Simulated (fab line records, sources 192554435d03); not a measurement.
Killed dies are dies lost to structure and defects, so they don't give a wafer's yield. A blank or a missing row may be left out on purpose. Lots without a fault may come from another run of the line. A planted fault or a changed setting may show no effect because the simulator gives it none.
fab line records | flow n5_finfet
record lots=5 wafers=13 last_day=18
route steps=1938 shown BEOL_M3@962 BEOL_M4@1111
lots that met no fault: from a run of the same line without faults
start_h: hours from the record's first day to the start of the lot's first wafer shown | wait_h: hours since the lot's step before | " the same as in the row above | L1.1+2: a row that stands for several wafers | - no value, or no start given | * or withheld: withheld | < > ~ a bound
route shown NAME@n: a module of which the file shows steps, and the number in the route of the first | usual: mean/standard deviation of fault-free wafers | same: alike in all rows | chamber/n: place in a boat | sites: the reading at each site | _std_site: their standard deviation | _edge_site: outer sites' mean less inner sites' | radius_mm: how far each site lies from the wafer's centre | mask NAME#n: copy n | behind: the tool/chamber that last shaped the wafer | hold: why the lot was held/for how many hours/how that ended | device: the transistor (n, p or np) that didn't switch | end of line: the same wafers' tests at the end of the route | a step without rows: its recipe alone | killed: dies lost to structure and defects at the first sort, not the wafer's yield | map: a wafer's dies, x killed, . not, _ none there
set.NAME: the setting as run; set.NAME@STEP: as run at that earlier step | model.NAME: the simulator's own value behind a step, which no gauge read
lots at some steps of the route; a table a step, a row a wafer
## steps
# step N5_BEOL_M3_SOFTBAKE_23
# recipe temp_c=110 time_s=60 resist=CAR-EUV
# step N5_BEOL_M3_EXPOSE_25
# recipe mask_id=V2 na=0.33 source_shape=quasar sigma_inner=0.2 sigma_outer=0.8 polarization=unpolarized defocus_nm=5 dose_mj=63
# step N5_BEOL_M3_PEB_26
# recipe peb_temp_c=100 peb_time_s=60 resist=CAR-EUV
# step N5_BEOL_M3_DEVELOP_27
# recipe develop_time_s=30 developer=TMAH resist=CAR-EUV rinse_liquid=surfactant_rinse dry=air_spin dev_temp_c=23
# step N5_BEOL_M3_DESCUM_33
# recipe chemistry=O2 time_s=7 source_power_w=50 bias_power_w=20 pressure_mtorr=20 rf_frequency_hz=2.712e+07 temp_c=40 resist=CAR-EUV o2_flow_sccm=225
# step N5_BEOL_M3_ETCH_77
# recipe chemistry=N2/H2 target=underlayer target_depth_a=65 mask_material=CAR-EUV time_s=5.2 ion_energy_ev=200 pressure_mtorr=30 source_w=840 bias_w=150 n2_flow_sccm=200 h2_flow_sccm=200 ends=cleared
# step N5_BEOL_M3_ETCH_69
# recipe chemistry=CF4 target=SiARC target_depth_a=156 mask_material=CAR-EUV time_s=26 ion_energy_ev=80 pressure_mtorr=40 source_w=545 bias_w=36 Ar_flow_sccm=100 cf4_flow_sccm=100 ends=cleared
# step N5_BEOL_M3_ALD_98
# recipe material=SiO2 target_thk_a=25 temp_c=100 ald_precursor_family=BDEAS ald_co_reactant=O2-plasma pulse_time_s=1 co_reactant_pulse_time_s=1 purge_time_s=2 co_reactant_purge_time_s=2 ald_cycles=17 pressure_torr=2
# step N5_BEOL_M3_ETCHBACK_99
# recipe chemistry=CHF3 target=SiO2 target_depth_a=50 time_s=10.4 source_w=215 bias_w=47 Ar_flow_sccm=200 CHF3_flow_sccm=12 ion_energy_ev=100 pressure_mtorr=30
# step N5_BEOL_M3_ETCH_70
# recipe chemistry=N2/H2 target=SOC target_depth_a=800 overetch_a=160 mask_material=SiARC temp_c=40 time_s=120 ion_energy_ev=200 pressure_mtorr=30 source_w=840 bias_w=150 n2_flow_sccm=200 h2_flow_sccm=200
# usual chamber_pressure_mTorr=30.00/0.033 drypump_motor_current_A=5.6/0.39 h2_flow_sccm=200.0/0.6 oes_product_au=0.64/0.063 rf_vpp_V=524.7/2 run_length_s=143.3/0.34 showerhead_plenum_p_Torr=2.58/0.073 throttle_valve_pct=17.75/0.25
# columns lot.wafer tool chamber start_h wait_h chamber_pressure_mTorr drypump_motor_current_A h2_flow_sccm oes_product_au rf_hours_counter_h rf_vpp_V run_length_s showerhead_plenum_p_Torr throttle_valve_pct model.SiARC_of_BEOL_M3_COAT_68.thk_nm
L951.2 rie_diel-05 1 245.08 0.0 29.99 5.6 200.6 0.55 174 523.4 143.5 2.52 17.69 6.2
L951.3 " 0 " " 30.01 6.2 200.9 0.57 190 526.8 143.8 2.64 18.19 6.4
L951.4 " 3 " " 29.99 5.6 199.3 0.67 36 522.6 143.7 2.47 17.38 6.2
L952.2 rie_diel-05 3 258.34 0.0 30.01 5.6 199.6 0.88 40 524.3 109.9 2.46 17.43 7.8
L952.6 " 0 " " 29.99 6.2 200.0 0.56 - 524.3 143.4 2.63 18.18 6.4
L955.1 rie_diel-05 3 267.78 0.0 30.01 5.6 199.9 0.67 43 522.8 143.3 2.46 17.39 6.2
L955.5 " 2 " " 29.93 5.5 200.2 0.84 - 524.8 109.2 2.59 17.75 8
L958.2 rie_diel-05 2 284.85 0.0 30.01 5.5 199.5 0.83 74 523.3 109.3 2.58 17.75 8
L958.3 " 1 " " 30.03 5.6 199.2 0.55 187 523.3 143.4 2.51 17.70 6.2
L958.4 " 3 " " 30.01 5.6 199.5 0.66 50 521.8 143.3 2.46 17.42 6.2
L959.4 rie_diel-04 1 302.21 0.0 29.99 5.4 199.3 0.66 47 521.4 143.4 2.48 17.73 6.2
L959.5 " 2 " " 30.00 6.4 199.9 0.62 - 524.7 143.2 2.58 18.07 6.2
L959.6 " 1 " " 29.96 5.4 200.1 0.66 - 520.6 143.6 2.48 17.72 6.2
# step N5_BEOL_M3_STRIP_71
# recipe chemistry=N2/H2 temp_c=40 n2_flow_sccm=200 h2_flow_sccm=200 rf_frequency_hz=6e+07
# step N5_BEOL_M4_RC_MEAS_101
# usual DIBL_N=35.7/1.5 DIBL_P=35.7/2 IOFF_N=0.155/0.026 IOFF_P=0.20/0.031 ION_N=675/11 ION_P=462/7.1 SS_N=71.3/0.57 SS_P=73.1/0.56 VT_N=250/3 VT_P=-251/3
# columns lot.wafer tool chamber start_h wait_h DIBL_N[mV/V] DIBL_P[mV/V] IOFF_N[nA/um] IOFF_P[nA/um] ION_N[uA/um] ION_P[uA/um] SS_N[mV/dec] SS_P[mV/dec] VT_N[mV] VT_P[mV]
L951.2 prober-02 0 260.55 0.2 35.9 36.7 0.149 0.21 673 469 70.7 72.9 250 -248
L951.3 " 0 " " 36.7 37.2 0.162 0.22 669 465 70.9 72.2 248 -248
L951.4 " 0 " " 36.7 37.1 0.163 0.23 697 470 71.0 73.1 248 -248
L952.2 prober-01 0 277.89 0.2 39.6 39.1 0.210 0.26 682 469 72.1 75.0 248 -248
L952.6 " 0 " " 35.7 34.8 0.146 0.19 683 464 72.1 72.7 250 -252
L955.1 prober-01 0 286.03 0.0 35.8 33.9 0.141 0.20 677 461 71.3 72.9 253 -251
L955.5 " 0 " " 35.4 34.5 0.130 0.21 662 460 71.1 73.0 254 -248
L958.2 prober-01 0 311.70 0.2 36.3 38.2 0.163 0.20 676 463 71.2 73.6 248 -250
L958.3 " 0 " " 36.4 37.6 0.163 0.20 668 456 71.3 72.7 248 -251
L958.4 " 0 " " 36.4 38.7 0.166 0.21 689 468 71.1 73.5 246 -253
L959.4 prober-02 0 320.53 0.5 37.1 38.4 0.175 0.22 669 457 71.6 73.4 249 -252
L959.5 " 0 " " 35.9 37.9 0.164 0.20 681 462 71.2 73.8 250 -252
L959.6 " 0 " " 38.2 40.2 0.214 0.26 680 464 72.1 74.0 244 -248
## key
first_sign step=N5_BEOL_M3_ETCH_70 reading=run_length_s direction=down sigmas=99+ usual=* struck=*
effect step=N5_BEOL_M3_ETCH_70 reading=oes_product_au direction=up sigmas=3.4 usual=0.64 struck=0.85
model_effect step=N5_BEOL_M3_ETCH_70 value=SiARC_of_BEOL_M3_COAT_68.thk_nm without=6.467 struck=7.933
met_at N5_BEOL_M3_ETCH_70
struck_wafers L952.2,L955.5,L958.2
baseline_loss step=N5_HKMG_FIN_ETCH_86 wafers=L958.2
onset_between 245.08 258.34
fault kind=process_parameter_drift tool=rie_diel-05 chamber=- onset_h=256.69 steps=N5_BEOL_M3_ETCH_70 channel=time_s offset=* shape=step end_h=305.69 scope=struck_wafers_only acts_in=* stated=*
# baseline_loss: these wafers lose ten dies or more at that step, a loss of the line's own and not of a fault; the sort's usual values leave them out
